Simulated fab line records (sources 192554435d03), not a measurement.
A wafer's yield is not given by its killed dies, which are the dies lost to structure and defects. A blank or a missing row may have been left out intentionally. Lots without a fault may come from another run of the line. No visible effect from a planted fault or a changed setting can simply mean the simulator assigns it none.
Split-lot trial / flow n5_finfet / on a route of 1938 steps: 7 lots, 21 wafers read

## THE SPLIT ITSELF
At N5_MOL_CONTACT_COAG_ETCH_91 (etches SOC in N2/H2, target depth 60 nm, overetch 21 nm, time 101.2 s), the setting source_w was moved away from the recipe's 840 W on 8 of the 21 wafers read, by -15.0% to +17.2%. All remaining wafers had this setting at the recipe value.

The split's own step is where the reading is taken.

## THE READING
rf_vpp_V, in V, at N5_MOL_CONTACT_COAG_ETCH_91 (etches SOC in N2/H2, target depth 60 nm, overetch 21 nm, time 101.2 s). On this fab line, fault-free wafers typically give 524.6 V with a standard deviation of 2.5 V.

wafer=L085.1; tool, chamber at the split=rie_diel-02, 3; source_w as run, W=840; against the recipe=recipe; rf_vpp_V, V=524.8; against lot-mates on the recipe=-
wafer=L085.2; tool, chamber at the split=rie_diel-02, 1; source_w as run, W=713.7; against the recipe=-15.0%; rf_vpp_V, V=554.6; against lot-mates on the recipe=+30.6
wafer=L085.3; tool, chamber at the split=rie_diel-02, 0; source_w as run, W=840; against the recipe=recipe; rf_vpp_V, V=523.1; against lot-mates on the recipe=-
wafer=L086.1; tool, chamber at the split=rie_diel-05, 0; source_w as run, W=968.6; against the recipe=+15.3%; rf_vpp_V, V=497.8; against lot-mates on the recipe=-24.4
wafer=L086.2; tool, chamber at the split=rie_diel-05, 1; source_w as run, W=840; against the recipe=recipe; rf_vpp_V, V=522.2; against lot-mates on the recipe=-
wafer=L086.4; tool, chamber at the split=rie_diel-05, 1; source_w as run, W=840; against the recipe=recipe; rf_vpp_V, V=522.3; against lot-mates on the recipe=-
wafer=L089.1; tool, chamber at the split=rie_diel-01, 3; source_w as run, W=840; against the recipe=recipe; rf_vpp_V, V=525.0; against lot-mates on the recipe=-
wafer=L089.4; tool, chamber at the split=rie_diel-01, 2; source_w as run, W=959.6; against the recipe=+14.2%; rf_vpp_V, V=503.1; against lot-mates on the recipe=-21.9
wafer=L089.6; tool, chamber at the split=rie_diel-01, 3; source_w as run, W=959.6; against the recipe=+14.2%; rf_vpp_V, V=502.4; against lot-mates on the recipe=-22.6
wafer=L088.3; tool, chamber at the split=rie_diel-02, 3; source_w as run, W=840; against the recipe=recipe; rf_vpp_V, V=524.2; against lot-mates on the recipe=-
wafer=L088.4; tool, chamber at the split=rie_diel-02, 1; source_w as run, W=984.6; against the recipe=+17.2%; rf_vpp_V, V=498.0; against lot-mates on the recipe=-26.2
wafer=L088.6; tool, chamber at the split=rie_diel-02, 2; source_w as run, W=984.6; against the recipe=+17.2%; rf_vpp_V, V=501.2; against lot-mates on the recipe=-23.0
wafer=L091.2; tool, chamber at the split=rie_diel-01, 2; source_w as run, W=840; against the recipe=recipe; rf_vpp_V, V=526.3; against lot-mates on the recipe=-
wafer=L091.3; tool, chamber at the split=rie_diel-01, 3; source_w as run, W=943.8; against the recipe=+12.4%; rf_vpp_V, V=505.7; against lot-mates on the recipe=-20.2
wafer=L091.5; tool, chamber at the split=rie_diel-01, 3; source_w as run, W=840; against the recipe=recipe; rf_vpp_V, V=525.5; against lot-mates on the recipe=-
wafer=L090.1; tool, chamber at the split=rie_diel-05, 1; source_w as run, W=840; against the recipe=recipe; rf_vpp_V, V=522.2; against lot-mates on the recipe=-
wafer=L090.4; tool, chamber at the split=rie_diel-05, 3; source_w as run, W=777.1; against the recipe=-7.5%; rf_vpp_V, V=540.4; against lot-mates on the recipe=+17.7
wafer=L090.6; tool, chamber at the split=rie_diel-05, 2; source_w as run, W=840; against the recipe=recipe; rf_vpp_V, V=523.2; against lot-mates on the recipe=-
wafer=L096.4; tool, chamber at the split=rie_diel-05, 1; source_w as run, W=840; against the recipe=recipe; rf_vpp_V, V=523.0; against lot-mates on the recipe=-
wafer=L096.5; tool, chamber at the split=rie_diel-05, 0; source_w as run, W=840; against the recipe=recipe; rf_vpp_V, V=523.6; against lot-mates on the recipe=-
wafer=L096.6; tool, chamber at the split=rie_diel-05, 3; source_w as run, W=840; against the recipe=recipe; rf_vpp_V, V=528.6; against lot-mates on the recipe=-

THE FIT
A straight line over all 21 wafers: rf_vpp_V changes by -1.64 V for each +1% of source_w; r = -0.99; the points scatter about the line by 2.4 V.
The same after taking each lot's own level away (the mean of its wafers on the recipe; 21 wafers): -1.66 V for each +1%; r = -0.99; scatter 2.3 V.
The reading moves by 29 V for the largest change in source_w, on that fit.
Measured against the standard deviation above, the lots' own levels, which go from 522.25 to 525.90 V, span 1.5 times it.
Consequently the slope shifts little with the lot-to-lot level, the two slopes agreeing.
Check: -27.8 V against its lot-mates is what the line predicts for one of the wafers moved furthest among these (+17.2%) when that wafer is left out of the fit. It came out at -26.2 V against them.
Tool readings at the split's step, against how far the setting was moved: rf_vpp_V r = -0.99.

## OTHER SPLITS APPLIED TO THESE WAFERS
Other splits were also applied to these wafers ahead of the reading. Each is held against what the fit with the lots' levels taken away leaves over:
other split on the same wafers=N5_SD_EPI_N_EPI_21 temp_c; wafers away from the commonest value=12; r with rf_vpp_V (lot level and that fit taken away)=-0.03
other split on the same wafers=N5_HKMG_FIN_PEB_10 peb_time_s; wafers away from the commonest value=6; r with rf_vpp_V (lot level and that fit taken away)=+0.07
other split on the same wafers=N5_HKMG_FIN_DEVELOP_11 develop_time_s; wafers away from the commonest value=6; r with rf_vpp_V (lot level and that fit taken away)=+0.26

## THE FILE'S OWN FIT
rf_vpp_V changes by -1.68 V for each +1% of source_w, r = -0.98.
